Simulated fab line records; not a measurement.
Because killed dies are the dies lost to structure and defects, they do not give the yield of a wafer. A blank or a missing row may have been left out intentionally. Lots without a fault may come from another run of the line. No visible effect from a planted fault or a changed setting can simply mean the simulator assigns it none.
A lot that was struck, set against a sound lot    flow n5 finfet    15 steps out of a route of 1938
Sound: wafers L839.1, L839.3, L839.5. Struck: wafer L845.2; the same lot's L845.3 was not struck, so it is left out; see the end for the cause.
Order at every step that has rows: each side's tool, ch and its chambers, its first start. Under that, the readings that differ: sound wafers    struck wafers    difference of the means    sigmas: that difference in standard deviations of wafers without a fault.
alike: words and numbers the same on both sides, and readings whose means are apart by under 2 such deviations; not compared: readings that were withheld, readings missing a value for some wafer, numbers with overlapping values and no deviation given by the record, and bounds like >300 which may hide the same value.
The two part at a step that has a row with sigmas, a row that says differs or no value, or rows on one side only. Numbers that have no deviation but don't overlap get no sigmas and don't part them. A reading that every wafer of one side lacks parts them only if that side has two wafers or more.

first, 4 steps without rows for these wafers: N5_SD_EPI_P_SOFTBAKE_04 (time 60 s); N5_SD_EPI_P_EXPOSE_06 (exposes mask SD P BLK, target cd 240 nm); N5_SD_EPI_P_PEB_07 (peb time 60 s); N5_SD_EPI_P_DEVELOP_08 (develop time 30 s).
N5_SD_EPI_P_CD_MEAS_09: the cd target is 240 nm.
  sound on cd sem-01 ch 0, day 3 18:31; struck on cd sem-01 ch 0, day 5 11:38
  alike: cd nm
N5_SD_EPI_P_OVL_MEAS_10:
  sound on overlay-02 ch 0, day 3 18:32; struck on overlay-01 ch 0, day 5 11:40
  alike: SD_P_BLK_OVL
N5_SD_EPI_P_INSPECT_11: inspects for defects (macro).
  sound: defect inspect-02 at day 3 18:34; struck: defect inspect-01 at day 5 11:41
  alike: raw defect count
N5_SD_EPI_P_DESCUM_14: chemistry O2, time 7.9 s.
  sound on rie diel-01 ch 2,3, day 3 18:36; struck on rie diel-06 ch 1, day 5 11:43
reading                      sound        struck  difference  sigmas
drypump motor current A (A)  5.7 6.3 6.3  4.9     -1.2        -2
  alike: oes product au, rf vpp V, showerhead plenum p Torr, throttle valve pct
  not compared: rf hours counter h
N5_SD_EPI_P_ETCH_36: etches SiARC in CF4, target depth 45.5 nm, time 75.8 s.
  sound on rie diel-01 ch 2,3, day 3 18:38; struck on rie diel-06 ch 1, day 5 11:46
reading                      sound        struck  difference  sigmas
drypump motor current A (A)  5.7 6.3 6.3  4.9     -1.2        -2
  alike: etch rf on time s, oes product au, rf vpp V, showerhead plenum p Torr, throttle valve pct
  not compared: rf hours counter h
N5_SD_EPI_P_ETCH_37: etches SOC in N2/H2, overetch 108 nm, time 486 s.
  sound on rie diel-01 ch 2,3, day 3 18:41; struck on rie diel-06 ch 1, day 5 11:49
reading                      sound        struck  difference  sigmas
drypump motor current A (A)  5.7 6.3 6.3  5.0     -1.1        -2
  alike: oes product au, rf vpp V, showerhead plenum p Torr, throttle valve pct
  not compared: rf hours counter h
then, 1 step without rows for these wafers: N5_SD_EPI_P_STRIP_38 (strips in N2/H2).
N5_SD_EPI_P_ETCHBACK_46: etches SiNx in CH3F/O2, stops on SiO2, target depth 17.5 nm.
  sound on rie diel-01 ch 2,3, day 3 19:01; struck on rie diel-06 ch 1, day 5 12:08
reading                      sound        struck  difference  sigmas
drypump motor current A (A)  5.7 6.3 6.3  4.9     -1.2        -2
  alike: oes product au, rf vpp V, showerhead plenum p Torr, throttle valve pct
  not compared: rf hours counter h
N5_SD_EPI_P_ETCH_47: etches SiOCN in CH3F/O2, target depth 25 nm.
  sound on rie diel-01 ch 2,3, day 3 19:07; struck on rie diel-06 ch 1, day 5 12:14
reading                      sound              struck  difference  sigmas
drypump motor current A (A)  5.7 6.3 6.3        4.9     -1.2        -2
oes product au (a.u.)        0.72 0.77 0.77     1.05    +0.30       +6
rf vpp V (V)                 126.8 127.1 127.3  123.4   -3.7        -2
model.etch.depth nm (nm)     25.03 25.41 25.05  38.16   +13.00      
  alike: showerhead plenum p Torr, throttle valve pct
  not compared: rf hours counter h
N5_SD_EPI_P_ETCH_16: etches SiO2 in CHF3/O2, target depth 5 nm.
  sound on rie diel-01 ch 2,3, day 3 19:13; struck on rie diel-06 ch 1, day 5 12:20
reading                      sound        struck  difference  sigmas
drypump motor current A (A)  5.7 6.3 6.3  4.9     -1.2        -2
  alike: oes product au, rf vpp V, showerhead plenum p Torr, throttle valve pct
  not compared: rf hours counter h
-- a jump in the record: the struck wafers' starts before and after are 4 days apart (it breaks off in module SD_EPI_P and resumes in module BEOL_M4, where the first step shown is number 1111 of the route) --
N5_BEOL_M4_RC_MEAS_101:
  sound on prober-02 ch 0, day 8 14:24; struck on prober-01 ch 0, day 9 21:16
reading        sound           struck  difference  sigmas
DIBL_N (mV/V)  37.6 37.6 37.1  34.3    -3.1        -2
  alike: DIBL_P, IOFF_N, IOFF_P, ION_N, ION_P, SS_N, SS_P, VT_N, VT_P

## WHERE THEY PART
Earliest at N5_SD_EPI_P_DESCUM_14; latest, in this record, at N5_BEOL_M4_RC_MEAS_101.

WHY: the cause the simulator had injected
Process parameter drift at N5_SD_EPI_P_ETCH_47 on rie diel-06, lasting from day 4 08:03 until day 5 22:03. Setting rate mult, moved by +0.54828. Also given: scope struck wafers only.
